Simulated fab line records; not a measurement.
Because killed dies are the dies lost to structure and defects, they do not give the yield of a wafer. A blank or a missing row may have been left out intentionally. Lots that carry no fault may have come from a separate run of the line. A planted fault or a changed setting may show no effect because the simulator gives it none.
Split-lot experiment -- flow n5-finfet -- 21 wafers read from 7 lots, route of 1938 steps

== SPLIT DETAILS ==
At N5_BEOL_M9_COAT_05 (resist thk 90 nm), the setting spin-rpm was moved away from the recipe's 1500 rpm on 6 of the 21 wafers read, by -10.5% to +5.5%. The other wafers ran this setting at the recipe's value.

== FROM THE SPLIT TO THE READING: what the file shows between them, 2 steps ==
- N5_BEOL_M9_EBR_07
- N5_BEOL_M9_SOFTBAKE_06: time 60 s

== THE READING ==
CAR-ArF_of_BEOL_M9_COAT_05.thk-nm (the simulator's own value, which no gauge read), in nm, at N5_BEOL_M9_DESCUM_16 (chemistry O2, time 7.9 s). There is no usual value for it anywhere in the file. The 15 wafers here that ran the recipe average 83.6 nm, standard deviation 0.21 nm.

wafer,"tool, chamber at the split","spin-rpm as run, rpm",against the recipe,"CAR-ArF_of_BEOL_M9_COAT_05.thk-nm, nm",against lot-mates on the recipe
L083.3,"litho-track-04, 0",1500,recipe,83.8,-
L083.4,"litho-track-04, 0",1500,recipe,83.8,-
L083.5,"litho-track-04, 0",1500,recipe,83.6,-
L086.1,"litho-track-03, 0",1500,recipe,83.4,-
L086.2,"litho-track-03, 0",1500,recipe,83.6,-
L086.5,"litho-track-03, 0",1500,recipe,83.2,-
L087.1,"litho-track-03, 0",1343,-10.5%,88.4,+4.8
L087.2,"litho-track-03, 0",1500,recipe,83.6,-
L087.6,"litho-track-03, 0",1500,recipe,83.6,-
L090.2,"litho-track-03, 0",1500,recipe,83.6,-
L090.3,"litho-track-03, 0",1500,recipe,83.8,-
L090.6,"litho-track-03, 0",1549,+3.3%,82.2,-1.5
L089.3,"litho-track-04, 0",1500,recipe,83.6,-
L089.5,"litho-track-04, 0",1582,+5.5%,81.4,-2.4
L089.6,"litho-track-04, 0",1500,recipe,84,-
L092.1,"litho-track-03, 0",1413,-5.8%,86.2,+3.0
L092.2,"litho-track-03, 0",1500,recipe,83.2,-
L092.5,"litho-track-03, 0",1413,-5.8%,86,+2.8
L096.1,"litho-track-03, 0",1500,recipe,83.6,-
L096.3,"litho-track-03, 0",1561,+4.1%,81.8,-1.9
L096.5,"litho-track-03, 0",1500,recipe,83.8,-

THE FIT
A straight line over all 21 wafers: CAR-ArF_of_BEOL_M9_COAT_05.thk-nm changes by -0.44 nm for each +1% of spin-rpm; r = -0.99; the points scatter about the line by 0.2 nm.
The same after taking each lot's own level away (the mean of its wafers on the recipe; 21 wafers): -0.468 nm for each +1%; r = -1.00; scatter 0.13 nm.
The reading moves by 4.9 nm for the largest change in spin-rpm, on that fit.
Across the lots, their own levels run from 83.20 to 83.80 nm, a range of 2.8 times the standard deviation given above.
So the lot-to-lot level changes the slope little: the two slopes agree.
Check: with one of the wafers moved furthest among these (-10.5%) left out of the fit, the line predicts +5.03 nm for it against its lot-mates. It came out at +4.8 nm against them.

== ADDITIONAL SPLITS CARRIED BY THESE WAFERS ==
Note: prior to the reading, these wafers also went through further splits. Each is held against what the fit with the lots' levels taken away leaves over:
other split on the same wafers,wafers away from the commonest value,r with CAR-ArF_of_BEOL_M9_COAT_05.thk-nm (lot level and that fit taken away)
N5_BEOL_M7_VIA_ETCH_34 time-s,9,-0.28
N5_BEOL_M7_TRENCH_ETCH_37 bias-w,8,+0.04
N5_BEOL_M8_COAT_05 spin-rpm,5,-0.22
N5_BEOL_M8_DEVELOP_10 develop-time-s,12,-0.07

== THE WHOLE CHAIN: every reading that the file lists as answering this split, in the file's order ==
step,what it does,reading,change (the file's fit),r (the file's)
N5_BEOL_M9_COAT_05,resist thk 90 nm,"CAR-ArF_of_BEOL_M9_COAT_05.thk-nm (the simulator's own value, which no gauge read)",-0.474 nm for each +1% of the setting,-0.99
N5_BEOL_M9_DESCUM_16,"chemistry O2, time 7.9 s","CAR-ArF_of_BEOL_M9_COAT_05.thk-nm (the simulator's own value, which no gauge read)",-0.463 nm for each +1% of the setting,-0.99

== FILE'S OWN FIT ==
CAR-ArF_of_BEOL_M9_COAT_05.thk-nm changes by -0.463 nm for each +1% of spin-rpm, r = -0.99.
